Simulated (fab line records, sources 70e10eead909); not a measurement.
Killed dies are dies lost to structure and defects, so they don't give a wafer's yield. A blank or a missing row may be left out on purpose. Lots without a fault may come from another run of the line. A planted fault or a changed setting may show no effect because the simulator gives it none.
Chamber matching | flow nand_harc | NHARC_A_CHANNEL_HOLE_D1_ETCH_38 on rie_diel-09: 4 sister chambers
The step etches the open film in CF4, target depth 39 nm, time 65 s. 14 wafers are shown with their chamber, then 7 later ones without.

WAFERS WITH THEIR CHAMBER
wafer  | chamber | showerhead_plenum_p_Torr (Torr) | rf_vpp_V (V) | oes_product_au (a.u.)
L820.1 | 0       | 1.78                            | 151.9        | 0.988
L820.5 | 0       | 1.79                            | 151.2        | 0.983
L820.6 | 1       | 1.68                            | 150.5        | 1.006
L824.1 | 1       | 1.68                            | 150.3        | 0.997
L824.4 | 0       | 1.78                            | 151.7        | 0.982
L824.5 | 1       | 1.68                            | 149.9        | 1.006
L830.1 | 1       | 1.68                            | 149.7        | 1.000
L830.2 | 0       | 1.78                            | 151.1        | 0.985
L830.3 | 2       | 1.86                            | 152.2        | 1.000
L836.1 | 0       | 1.78                            | 151.9        | 0.992
L836.2 | 3       | 1.65                            | 150.5        | 0.992
L836.4 | 2       | 1.86                            | 153.5        | 1.008
L839.4 | 2       | 1.86                            | 152.7        | 1.001
L839.5 | 3       | 1.65                            | 149.4        | 0.997

SIGNATURES (means of the wafers above)
reading                  | chamber 0 | chamber 1 | chamber 2 | chamber 3 | scatter within a chamber
showerhead_plenum_p_Torr | 1.7820    | 1.6800    | 1.8600    | 1.6500    | 0.00283
rf_vpp_V                 | 151.560   | 150.100   | 152.800   | 149.950   | 0.496
oes_product_au           | 0.98600   | 1.00225   | 1.00300   | 0.99450   | 0.00421
Rule: a wafer's distance from a chamber is the root of the sum, over the readings, of the square of ((its reading less the chamber's mean) divided by the reading's scatter). The wafer belongs to the nearest chamber; if the next one is less than 2 further off, it can't be placed. The scatter: the root of (the sum of the squares of (reading less its chamber's mean) over the shown wafers, divided by (wafers less chambers)).

WAFERS WITHOUT THEIR CHAMBER
wafer  | showerhead_plenum_p_Torr (Torr) | rf_vpp_V (V) | oes_product_au (a.u.)
L839.6 | 1.78                            | 152.2        | 0.980
L840.1 | 1.86                            | 154.1        | 1.002
L840.2 | 1.68                            | 151.6        | 0.990
L840.4 | 1.65                            | 150.4        | 1.006
L842.1 | 1.65                            | 151.3        | 0.989
L842.3 | 1.68                            | 150.0        | 0.992
L842.5 | 1.86                            | 152.8        | 1.006

WHICH CHAMBER EACH WENT THROUGH
wafer  | from the rows above | in truth
L839.6 | 0                   | 0
L840.1 | 2                   | 2
L840.2 | 1                   | 1
L840.4 | 3                   | 3
L842.1 | 3                   | 3
L842.3 | 1                   | 1
L842.5 | 2                   | 2
Placed correctly: 7 of 7. Can't be placed from these rows: 0. Placed wrongly: 0.
